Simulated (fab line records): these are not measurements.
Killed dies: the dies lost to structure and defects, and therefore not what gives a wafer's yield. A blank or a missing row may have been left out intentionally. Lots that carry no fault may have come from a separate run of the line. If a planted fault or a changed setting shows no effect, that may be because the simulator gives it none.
Matching of chambers || flow n5_finfet || N5_BEOL_M10_ILD_DEP_00 on pecvd-04: 3 sister chambers
The step deposits SiCOH lowk from DEMS/porogen, target thk 308.51 nm, time 58 s. 18 wafers are shown with their chamber, then 8 later ones without.

== WAFERS, EACH WITH ITS CHAMBER ==
{"wafer": "L572.1", "chamber": 2, "throttle_valve_pct (%)": 12.4, "heater_power_w (W)": 298, "rf_fwd_power_W (W)": 493.1}
{"wafer": "L572.3", "chamber": 1, "throttle_valve_pct (%)": 13.4, "heater_power_w (W)": 323, "rf_fwd_power_W (W)": 497.1}
{"wafer": "L572.4", "chamber": 1, "throttle_valve_pct (%)": 13.4, "heater_power_w (W)": 337, "rf_fwd_power_W (W)": 495.7}
{"wafer": "L574.1", "chamber": 2, "throttle_valve_pct (%)": 12.4, "heater_power_w (W)": 287, "rf_fwd_power_W (W)": 496.3}
{"wafer": "L574.3", "chamber": 0, "throttle_valve_pct (%)": 14.6, "heater_power_w (W)": 335, "rf_fwd_power_W (W)": 492.4}
{"wafer": "L574.6", "chamber": 1, "throttle_valve_pct (%)": 13.6, "heater_power_w (W)": 285, "rf_fwd_power_W (W)": 497.2}
{"wafer": "L577.2", "chamber": 0, "throttle_valve_pct (%)": 14.5, "heater_power_w (W)": 322, "rf_fwd_power_W (W)": 492.5}
{"wafer": "L577.4", "chamber": 0, "throttle_valve_pct (%)": 14.4, "heater_power_w (W)": 336, "rf_fwd_power_W (W)": 490.4}
{"wafer": "L577.5", "chamber": 2, "throttle_valve_pct (%)": 12.9, "heater_power_w (W)": 249, "rf_fwd_power_W (W)": 496.2}
{"wafer": "L580.1", "chamber": 1, "throttle_valve_pct (%)": 13.9, "heater_power_w (W)": 292, "rf_fwd_power_W (W)": 497.3}
{"wafer": "L580.5", "chamber": 1, "throttle_valve_pct (%)": 13.4, "heater_power_w (W)": 300, "rf_fwd_power_W (W)": 497.2}
{"wafer": "L580.6", "chamber": 2, "throttle_valve_pct (%)": 12.5, "heater_power_w (W)": 301, "rf_fwd_power_W (W)": 496.4}
{"wafer": "L582.5", "chamber": 2, "throttle_valve_pct (%)": 13.1, "heater_power_w (W)": 231, "rf_fwd_power_W (W)": 496.1}
{"wafer": "L582.6", "chamber": 1, "throttle_valve_pct (%)": 13.4, "heater_power_w (W)": 346, "rf_fwd_power_W (W)": 497.2}
{"wafer": "L588.3", "chamber": 0, "throttle_valve_pct (%)": 14.7, "heater_power_w (W)": 306, "rf_fwd_power_W (W)": 494.3}
{"wafer": "L588.4", "chamber": 0, "throttle_valve_pct (%)": 14.9, "heater_power_w (W)": 335, "rf_fwd_power_W (W)": 496.2}
{"wafer": "L588.6", "chamber": 1, "throttle_valve_pct (%)": 13.5, "heater_power_w (W)": 276, "rf_fwd_power_W (W)": 497.1}
{"wafer": "L587.1", "chamber": 0, "throttle_valve_pct (%)": 14.8, "heater_power_w (W)": 320, "rf_fwd_power_W (W)": 496.6}

SIGNATURES (means of the wafers above)
{"reading": "throttle_valve_pct", "chamber 0": 14.650, "chamber 1": 13.514, "chamber 2": 12.660, "scatter within a chamber": 0.23}
{"reading": "heater_power_w", "chamber 0": 325.67, "chamber 1": 308.43, "chamber 2": 273.20, "scatter within a chamber": 24.5}
{"reading": "rf_fwd_power_W", "chamber 0": 493.733, "chamber 1": 496.971, "chamber 2": 495.620, "scatter within a chamber": 1.61}
Rule: a wafer lies at a distance from a chamber equal to the root of the sum of squares, over the readings, of (its reading less the chamber's mean, divided by the reading's scatter). The wafer belongs to the nearest chamber; if the next one is less than 2 further off, it can't be placed. The scatter is the square root of a quotient: the sum, over the shown wafers, of each reading's squared deviation from its chamber's mean, divided by wafers minus chambers.

== WAFERS WITH NO CHAMBER GIVEN ==
{"wafer": "L587.3", "throttle_valve_pct (%)": 13.4, "heater_power_w (W)": 343, "rf_fwd_power_W (W)": 496.6}
{"wafer": "L587.5", "throttle_valve_pct (%)": 13.4, "heater_power_w (W)": 344, "rf_fwd_power_W (W)": 495.5}
{"wafer": "L589.3", "throttle_valve_pct (%)": 13.1, "heater_power_w (W)": 303, "rf_fwd_power_W (W)": 495.8}
{"wafer": "L589.4", "throttle_valve_pct (%)": 13.9, "heater_power_w (W)": 360, "rf_fwd_power_W (W)": 495.5}
{"wafer": "L589.6", "throttle_valve_pct (%)": 13.7, "heater_power_w (W)": 280, "rf_fwd_power_W (W)": 496.6}
{"wafer": "L592.2", "throttle_valve_pct (%)": 12.8, "heater_power_w (W)": 255, "rf_fwd_power_W (W)": 495.5}
{"wafer": "L592.4", "throttle_valve_pct (%)": 13.1, "heater_power_w (W)": 274, "rf_fwd_power_W (W)": 496.7}
{"wafer": "L592.6", "throttle_valve_pct (%)": 13.4, "heater_power_w (W)": 312, "rf_fwd_power_W (W)": 498.3}

== WHICH CHAMBER EACH WENT THROUGH ==
{"wafer": "L587.3", "from the rows above": 1, "in truth": 1}
{"wafer": "L587.5", "from the rows above": 1, "in truth": 1}
{"wafer": "L589.3", "from the rows above": "can't be placed: 1 or 2", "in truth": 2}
{"wafer": "L589.4", "from the rows above": "can't be placed: 1 or 0", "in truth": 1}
{"wafer": "L589.6", "from the rows above": 1, "in truth": 1}
{"wafer": "L592.2", "from the rows above": 2, "in truth": 2}
{"wafer": "L592.4", "from the rows above": "can't be placed: 2 or 1", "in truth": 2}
{"wafer": "L592.6", "from the rows above": 1, "in truth": 1}
Placed correctly: 5 of 8. From these rows, 3 cannot be placed; in 3 the true chamber is one of the candidates. Placed wrongly: 0.
